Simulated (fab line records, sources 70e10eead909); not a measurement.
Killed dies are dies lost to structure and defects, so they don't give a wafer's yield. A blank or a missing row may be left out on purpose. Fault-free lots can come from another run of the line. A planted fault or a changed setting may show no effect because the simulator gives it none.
Matching of chambers | flow nandHarc | NHARC_P_M2_STRIP_18 on rieDiel-03: 4 sister chambers
The step strips in N2/H2. 33 wafers are shown with their chamber, then 12 later ones without.

WAFERS, EACH WITH ITS CHAMBER
wafer  | chamber | drypumpMotorCurrentA (A) | throttleValvePct (%) | rfVppV (V)
L074.1 | 2       | 5.6                      | 14.168               | 90.9
L074.4 | 3       | 5.8                      | 14.163               | 91.1
L074.5 | 2       | 5.7                      | 14.178               | 92.1
L077.4 | 1       | 5.2                      | 14.159               | 90.3
L077.5 | 1       | 5.2                      | 14.171               | 89.7
L077.6 | 0       | 5.6                      | 14.189               | 92.7
L076.3 | 3       | 5.7                      | 14.171               | 90.7
L076.4 | 1       | 5.2                      | 14.167               | 89.6
L076.5 | 1       | 5.2                      | 14.185               | 90.7
L081.2 | 3       | 5.7                      | 14.162               | 90.9
L081.3 | 0       | 5.6                      | 14.167               | 91.8
L081.5 | 0       | 5.6                      | 14.190               | 91.8
L082.1 | 1       | 5.2                      | 14.157               | 89.6
L082.3 | 2       | 5.6                      | 14.166               | 89.9
L082.6 | 2       | 5.7                      | 14.144               | 91.3
L083.1 | 1       | 5.2                      | 14.170               | 91.3
L083.3 | 2       | 5.6                      | 14.173               | 90.6
L083.5 | 2       | 5.6                      | 14.170               | 92.8
L086.1 | 0       | 5.6                      | 14.178               | 91.9
L086.3 | 3       | 5.7                      | 14.178               | 91.2
L086.6 | 3       | 5.7                      | 14.167               | 92.0
L086.2 | 2       | 5.7                      | 14.164               | 93.7
L086.4 | 1       | 5.2                      | 14.182               | 90.8
L086.5 | 0       | 5.6                      | 14.181               | 91.0
L084.1 | 3       | 5.7                      | 14.168               | 92.2
L084.2 | 2       | 5.6                      | 14.178               | 91.4
L084.4 | 0       | 5.6                      | 14.179               | 89.8
L085.1 | 0       | 5.6                      | 14.168               | 89.4
L085.3 | 3       | 5.7                      | 14.155               | 91.8
L085.5 | 0       | 5.6                      | 14.186               | 90.1
L085.2 | 1       | 5.2                      | 14.170               | 90.5
L085.4 | 2       | 5.7                      | 14.171               | 91.6
L085.6 | 3       | 5.8                      | 14.166               | 92.2

SIGNATURES (means of the wafers above)
reading              | chamber 0 | chamber 1 | chamber 2 | chamber 3 | scatter within a chamber
drypumpMotorCurrentA | 5.600     | 5.200     | 5.644     | 5.725     | 0.0358
throttleValvePct     | 14.17975  | 14.17013  | 14.16800  | 14.16625  | 0.00902
rfVppV               | 91.062    | 90.312    | 91.589    | 91.513    | 0.942
Rule: a wafer lies at a distance from a chamber equal to the root of the sum of squares, over the readings, of (its reading less the chamber's mean, divided by the reading's scatter). If the next closest chamber is less than 2 further off than the closest, the wafer can't be placed; otherwise it belongs to the closest. The scatter: take each reading less its chamber's mean, square it, sum over the shown wafers, divide by the number of wafers less the number of chambers, and take the root.

WAFERS WITH NO CHAMBER GIVEN
wafer  | drypumpMotorCurrentA (A) | throttleValvePct (%) | rfVppV (V)
L092.1 | 5.2                      | 14.172               | 90.6
L092.3 | 5.6                      | 14.164               | 89.7
L092.4 | 5.7                      | 14.157               | 91.7
L096.1 | 5.7                      | 14.169               | 89.4
L096.3 | 5.6                      | 14.183               | 91.2
L096.5 | 5.6                      | 14.174               | 90.9
L097.1 | 5.7                      | 14.176               | 90.8
L097.2 | 5.6                      | 14.173               | 90.5
L097.3 | 5.2                      | 14.168               | 89.5
L097.4 | 5.7                      | 14.164               | 90.0
L097.5 | 5.6                      | 14.180               | 91.3
L097.6 | 5.8                      | 14.176               | 91.0

EACH ONE'S CHAMBER
wafer  | from the rows above          | in truth
L092.1 | 1                            | 1
L092.3 | can't be placed: 0 or 2 or 3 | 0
L092.4 | can't be placed: 3 or 2      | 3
L096.1 | can't be placed: 3 or 2 or 0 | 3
L096.3 | can't be placed: 0 or 2      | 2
L096.5 | can't be placed: 0 or 2      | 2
L097.1 | can't be placed: 3 or 2 or 0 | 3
L097.2 | can't be placed: 0 or 2      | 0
L097.3 | 1                            | 1
L097.4 | can't be placed: 3 or 2 or 0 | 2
L097.5 | can't be placed: 0 or 2      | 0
L097.6 | 3                            | 3
Placed correctly: 3 of 12. Unplaceable from these rows: 9, with the true chamber sitting among the candidates in 9. Placed wrongly: 0.
